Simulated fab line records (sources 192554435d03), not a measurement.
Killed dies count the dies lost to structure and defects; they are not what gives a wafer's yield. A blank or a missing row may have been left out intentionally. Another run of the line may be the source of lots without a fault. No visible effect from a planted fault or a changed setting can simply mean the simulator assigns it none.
Split-lot trial    flow n5_finfet    21 wafers read from 7 lots, route of 1938 steps

THE SPLIT ITSELF
At N5_BEOL_M3_ILD_DEP_00 (deposits SiOC from DEMS/O2, target thk 79 nm, time 15.3 s), the setting time_s was moved away from the recipe's 15.3 s on 3 of the 21 wafers read, by -4.4% to +11.6%. The other wafers ran this setting at the recipe's value.

There is no step in the file separating the split from the reading.

THE READING
M3_ILD_THK, in nm, at N5_BEOL_M3_THK_MEAS_01. Fault-free wafers of this fab line usually give 78.6 nm, standard deviation 0.98 nm.

wafer   tool, chamber at the split  time_s as run, s  against the recipe  M3_ILD_THK, nm  against lot-mates on the recipe
L074.1  pecvd-04, 1                 15.3              recipe              78.0            -
L074.2  pecvd-04, 0                 15.3              recipe              78.6            -
L074.3  pecvd-04, 2                 15.3              recipe              79.1            -
L076.1  pecvd-04, 1                 15.3              recipe              78.1            -
L076.2  pecvd-04, 0                 15.3              recipe              78.8            -
L076.4  pecvd-04, 2                 15.3              recipe              80.0            -
L078.2  pecvd-04, 1                 14.62             -4.4%               75.7            -2.2
L078.3  pecvd-04, 0                 15.3              recipe              77.9            -
L078.6  pecvd-04, 2                 14.62             -4.4%               76.6            -1.3
L082.1  pecvd-03, 2                 15.3              recipe              78.4            -
L082.3  pecvd-03, 0                 15.3              recipe              77.7            -
L082.4  pecvd-03, 1                 15.3              recipe              79.5            -
L084.2  pecvd-04, 0                 15.3              recipe              76.8            -
L084.3  pecvd-04, 1                 15.3              recipe              78.0            -
L084.5  pecvd-04, 1                 15.3              recipe              77.6            -
L087.3  pecvd-04, 0                 15.3              recipe              78.5            -
L087.4  pecvd-04, 1                 15.3              recipe              78.9            -
L087.5  pecvd-04, 1                 17.07             +11.6%              87.1            +8.4
L095.2  pecvd-02, 2                 15.3              recipe              77.4            -
L095.4  pecvd-02, 2                 15.3              recipe              78.6            -
L095.5  pecvd-02, 0                 15.3              recipe              77.5            -

THE FIT
A straight line over all 21 wafers: M3_ILD_THK changes by +0.696 nm for each +1% of time_s; r = +0.93; the points scatter about the line by 0.83 nm.
The same after taking each lot's own level away (the mean of its wafers on the recipe; 21 wafers): +0.648 nm for each +1%; r = +0.94; scatter 0.69 nm.
According to that fit, moving time_s by its largest amount changes the reading by 7.5 nm.
From 77.47 to 78.97 nm: that is the span of the lots' own levels, equal to 1.5 times the standard deviation above.
So the lot-to-lot level changes the slope little: the two slopes agree.
Check: for one of the wafers moved furthest among these (+11.6%), held out of the fit, the line's prediction against its lot-mates is +4.56 nm. Against them it came out at +8.4 nm.

THESE WAFERS: OTHER SPLITS
Other splits were also applied to these wafers ahead of the reading. Each is held against what the fit with the lots' levels taken away leaves over:
other split on the same wafers  wafers away from the commonest value  r with M3_ILD_THK (lot level and that fit taken away)
N5_BEOL_M1_ETCH_64 bias_w       3                                     +0.14
N5_BEOL_M2_COAT_62 spin_rpm     10                                    -0.02
N5_BEOL_M2_DESCUM_16 time_s     5                                     -0.06
N5_BEOL_M2_DEP_57 time_s        9                                     -0.23

THE WHOLE CHAIN: every reading that the file lists as answering this split, in the file's order
step                    what it does                                               reading                                                                             change (the file's fit)                r (the file's)
N5_BEOL_M3_ILD_DEP_00   deposits SiOC from DEMS/O2, target thk 79 nm, time 15.3 s  SiOC_of_BEOL_M3_ILD_DEP_00.thk_nm (the simulator's own value, which no gauge read)  +0.688 nm for each +1% of the setting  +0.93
N5_BEOL_M3_THK_MEAS_01                                                             M3_ILD_THK                                                                          +0.688 for each +1% of the setting     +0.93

THE FILE'S OWN FIT
M3_ILD_THK changes by +0.688 nm for each +1% of time_s, r = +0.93.
